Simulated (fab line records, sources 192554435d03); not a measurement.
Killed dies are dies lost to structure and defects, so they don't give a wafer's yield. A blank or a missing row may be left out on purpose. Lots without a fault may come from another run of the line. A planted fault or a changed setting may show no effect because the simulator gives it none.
Split-lot experiment | flow n5_finfet | 7 lots, 21 wafers read, on a route of 1938 steps

THE SPLIT
At N5_BEOL_M11_ETCH_62 (etches SOC in N2/H2, target depth 110 nm, overetch 22 nm, time 165 s), the setting time_s was moved away from the recipe's 165 s on 8 of the 21 wafers read, by -12.6% to +12.3%. The other wafers ran this setting at the recipe's value.

The reading is taken at the split's own step.

THE READING
SiARC_of_BEOL_M11_COAT_60.thk_nm (the simulator's own value, which no gauge read), in nm, at N5_BEOL_M11_ETCH_62 (etches SOC in N2/H2, target depth 110 nm, overetch 22 nm, time 165 s). The file gives no usual value for it. The 13 wafers here that ran the recipe average 23.5 nm, standard deviation 0.14 nm.

wafer  | tool, chamber at the split | time_s as run, s | against the recipe | SiARC_of_BEOL_M11_COAT_60.thk_nm, nm | against lot-mates on the recipe
L079.1 | rie_diel-05, 1,0           | 144.5            | -12.4%             | 24.2                                 | +0.6
L079.4 | rie_diel-05, 1,0           | 144.5            | -12.4%             | 24.2                                 | +0.6
L079.3 | rie_diel-05, 3             | 165              | recipe             | 23.6                                 | -
L078.1 | rie_diel-01, 0             | 165              | recipe             | 23.2                                 | -
L078.2 | rie_diel-01, 3             | 144.2            | -12.6%             | 24                                   | +0.7
L078.3 | rie_diel-01, 1             | 165              | recipe             | 23.4                                 | -
L081.2 | rie_diel-03, 3             | 165              | recipe             | 23.4                                 | -
L081.5 | rie_diel-03, 2             | 185.3            | +12.3%             | 22.8                                 | -0.6
L081.6 | rie_diel-03, 3             | 185.3            | +12.3%             | 22.6                                 | -0.8
L085.2 | rie_diel-03, 0             | 183              | +10.9%             | 22.4                                 | -1.0
L085.4 | rie_diel-03, 1             | 165              | recipe             | 23.4                                 | -
L085.6 | rie_diel-03, 1             | 183              | +10.9%             | 22.8                                 | -0.6
L087.1 | rie_diel-05, 2             | 165              | recipe             | 23.6                                 | -
L087.2 | rie_diel-05, 0,3           | 165              | recipe             | 23.4                                 | -
L087.4 | rie_diel-05, 0,3           | 165              | recipe             | 23.4                                 | -
L091.1 | rie_diel-03, 3             | 177.6            | +7.6%              | 23.2                                 | -0.4
L091.2 | rie_diel-03, 1             | 165              | recipe             | 23.8                                 | -
L091.4 | rie_diel-03, 0             | 165              | recipe             | 23.4                                 | -
L097.1 | rie_diel-05, 1,0           | 165              | recipe             | 23.4                                 | -
L097.2 | rie_diel-05, 1,0           | 165              | recipe             | 23.4                                 | -
L097.4 | rie_diel-05, 3             | 165              | recipe             | 23.6                                 | -
Where a row lists several chambers, the file gives one row for several wafers and doesn't say which wafer went through which chamber.

THE FIT
A straight line over all 21 wafers: SiARC_of_BEOL_M11_COAT_60.thk_nm changes by -0.0603 nm for each +1% of time_s; r = -0.94; the points scatter about the line by 0.17 nm.
The same after taking each lot's own level away (the mean of its wafers on the recipe; 21 wafers): -0.0572 nm for each +1%; r = -0.96; scatter 0.13 nm.
On that fit, the largest move of time_s shifts the reading by 0.72 nm.
The lots' own levels span 23.30 to 23.60 nm, that is 2.1 times the standard deviation above.
So the lot-to-lot level changes the slope little: the two slopes agree.
Check: with one of the wafers moved furthest among these (-12.6%) left out of the fit, the line predicts +0.694 nm for it against its lot-mates. It came out at +0.7 nm against them.

OTHER SPLITS ON THESE WAFERS
These wafers also went through other splits before the reading. Each is held against what the fit with the lots' levels taken away leaves over:
other split on the same wafers | wafers away from the commonest value | r with SiARC_of_BEOL_M11_COAT_60.thk_nm (lot level and that fit taken away)
N5_BEOL_M10_EXPOSE_25 dose_mj  | 7                                    | -0.34

THE WHOLE CHAIN: every reading that the file lists as answering this split, in the file's order
step                   | what it does                                                         | reading                                                                           | change (the file's fit)                                                              | r (the file's)
N5_BEOL_M11_ETCH_62    | etches SOC in N2/H2, target depth 110 nm, overetch 22 nm, time 165 s | SiARC_of_BEOL_M11_COAT_60.thk_nm (the simulator's own value, which no gauge read) | -0.0571 nm for each +1% of the setting                                               | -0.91
N5_BEOL_M11_HM_OPEN_17 | chemistry Cl2/BCl3, target TiN, target depth 20 nm, overetch 6 nm    | etch.depth_nm (the simulator's own value, which no gauge read)                    | not straight: 20.19 at the lowest setting, 20.12 at the recipe, 18.14 at the highest | not given

THE FILE'S OWN FIT
SiARC_of_BEOL_M11_COAT_60.thk_nm changes by -0.0571 nm for each +1% of time_s, r = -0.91.
